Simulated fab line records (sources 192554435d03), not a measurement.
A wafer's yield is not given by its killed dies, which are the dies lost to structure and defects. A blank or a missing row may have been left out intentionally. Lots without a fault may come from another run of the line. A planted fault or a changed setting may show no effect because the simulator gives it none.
Chamber matching | flow n5Finfet | N5_MOL_CONTACT_COAG_DESCUM_13 on rieDiel-04 has 4 sister chambers
The step chemistry O2, time 7 s. 16 wafers are shown with their chamber, then 8 later ones without.

WAFERS, EACH WITH ITS CHAMBER
wafer  | chamber | drypumpMotorCurrentA (A) | oesProductAu (a.u.) | throttleValvePct (%)
L668.1 | 0       | 5.7                      | 0.69                | 20.22
L668.3 | 2       | 4.9                      | 0.76                | 19.85
L668.6 | 3       | 6.6                      | 0.73                | 20.26
L672.2 | 0       | 5.7                      | 0.68                | 20.26
L672.3 | 2       | 4.9                      | 0.75                | 19.87
L672.4 | 3       | 6.5                      | 0.73                | 20.28
L673.2 | 3       | 6.5                      | 0.72                | 20.26
L673.3 | 2       | 4.9                      | 0.76                | 19.85
L673.5 | 1       | 6.3                      | 0.91                | 20.24
L678.1 | 3       | 6.5                      | 0.71                | 20.28
L678.2 | 0       | 5.8                      | 0.68                | 20.24
L678.3 | 2       | 4.9                      | 0.75                | 19.88
L680.2 | 3       | 6.6                      | 0.72                | 20.29
L680.3 | 2       | 4.9                      | 0.75                | 19.88
L680.5 | 1       | 6.3                      | 0.91                | 20.26
L681.3 | 2       | 4.9                      | 0.75                | 19.88

SIGNATURES, as means of the wafers listed above
reading              | chamber 0 | chamber 1 | chamber 2 | chamber 3 | scatter within a chamber
drypumpMotorCurrentA | 5.733     | 6.300     | 4.900     | 6.540     | 0.0394
oesProductAu         | 0.6833    | 0.9100    | 0.7533    | 0.7220    | 0.00632
throttleValvePct     | 20.2400   | 20.2500   | 19.8683   | 20.2740   | 0.0153
Rule: distance of a wafer from a chamber = root of the sum over the readings of ((wafer's reading minus chamber's mean) / reading's scatter) squared. The wafer belongs to the nearest chamber; if the next one is less than 2 further off, it can't be placed. How the scatter is found: for the shown wafers, subtract from each reading the mean of its chamber, square and add these, divide the total by (wafers less chambers), then take the root.

WAFERS WITHOUT THEIR CHAMBER
wafer  | drypumpMotorCurrentA (A) | oesProductAu (a.u.) | throttleValvePct (%)
L681.5 | 4.9                      | 0.75                | 19.88
L681.6 | 6.3                      | 0.89                | 20.26
L682.2 | 5.7                      | 0.68                | 20.26
L682.4 | 6.4                      | 0.88                | 20.26
L682.6 | 6.6                      | 0.72                | 20.28
L686.1 | 6.5                      | 0.70                | 20.30
L686.5 | 4.9                      | 0.74                | 19.91
L686.6 | 6.3                      | 0.88                | 20.27

CHAMBER TAKEN BY EACH
wafer  | from the rows above | in truth
L681.5 | 2                   | 2
L681.6 | 1                   | 1
L682.2 | 0                   | 0
L682.4 | 1                   | 1
L682.6 | 3                   | 3
L686.1 | 3                   | 3
L686.5 | 2                   | 2
L686.6 | 1                   | 1
Correctly placed: 8 of 8. Can't be placed from these rows: 0. 0 placed wrongly.
